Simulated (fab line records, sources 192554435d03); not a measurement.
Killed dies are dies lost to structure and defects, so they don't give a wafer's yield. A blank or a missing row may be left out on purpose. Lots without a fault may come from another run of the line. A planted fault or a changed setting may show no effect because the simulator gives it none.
Chamber matching | flow n5_finfet | N5_DUMMY_GATE_ETCH_36 on rie_diel-06: 4 sister chambers
The step etches SiARC in CF4, target depth 13 nm. 14 wafers are shown with their chamber, then 7 later ones without.

WAFERS WITH THEIR CHAMBER
wafer  | chamber | showerhead_plenum_p_Torr (Torr) | drypump_motor_current_A (A) | oes_product_au (a.u.)
L074.2 | 1       | 2.13                            | 6.6                         | 0.71
L074.3 | 2       | 2.24                            | 5.6                         | 0.78
L074.5 | 0       | 2.09                            | 5.1                         | 0.82
L075.1 | 0       | 2.09                            | 5.2                         | 0.83
L075.2 | 3       | 2.23                            | 5.6                         | 0.75
L075.6 | 1       | 2.12                            | 6.5                         | 0.71
L083.1 | 1       | 2.12                            | 6.5                         | 0.70
L083.4 | 3       | 2.22                            | 5.6                         | 0.73
L083.5 | 3       | 2.22                            | 5.6                         | 0.74
L084.1 | 0       | 2.09                            | 5.2                         | 0.81
L084.5 | 3       | 2.22                            | 5.7                         | 0.74
L084.6 | 0       | 2.09                            | 5.1                         | 0.81
L086.1 | 2       | 2.23                            | 5.6                         | 0.77
L086.2 | 3       | 2.22                            | 5.7                         | 0.73

SIGNATURES (means of the wafers above)
reading                  | chamber 0 | chamber 1 | chamber 2 | chamber 3 | scatter within a chamber
showerhead_plenum_p_Torr | 2.0900    | 2.1233    | 2.2350    | 2.2220    | 0.00443
drypump_motor_current_A  | 5.150     | 6.533     | 5.600     | 5.640     | 0.0535
oes_product_au           | 0.8175    | 0.7067    | 0.7750    | 0.7380    | 0.0082
Rule: a wafer's distance from a chamber is the root of the sum, over the readings, of the square of ((its reading less the chamber's mean) divided by the reading's scatter). The wafer belongs to the nearest chamber; if the next one is less than 2 further off, it can't be placed. The scatter: the root of (the sum of the squares of (reading less its chamber's mean) over the shown wafers, divided by (wafers less chambers)).

WAFERS WITHOUT THEIR CHAMBER
wafer  | showerhead_plenum_p_Torr (Torr) | drypump_motor_current_A (A) | oes_product_au (a.u.)
L086.4 | 2.09                            | 5.2                         | 0.81
L087.1 | 2.08                            | 5.2                         | 0.80
L087.5 | 2.23                            | 5.6                         | 0.76
L087.6 | 2.22                            | 5.6                         | 0.72
L092.4 | 2.22                            | 5.6                         | 0.72
L092.5 | 2.08                            | 5.2                         | 0.79
L092.6 | 2.12                            | 6.5                         | 0.69

WHICH CHAMBER EACH WENT THROUGH
wafer  | from the rows above     | in truth
L086.4 | 0                       | 0
L087.1 | 0                       | 0
L087.5 | can't be placed: 2 or 3 | 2
L087.6 | 3                       | 3
L092.4 | 3                       | 3
L092.5 | 0                       | 0
L092.6 | 1                       | 1
Placed correctly: 6 of 7. Can't be placed from these rows: 1 (the true chamber is among the candidates in 1). Placed wrongly: 0.
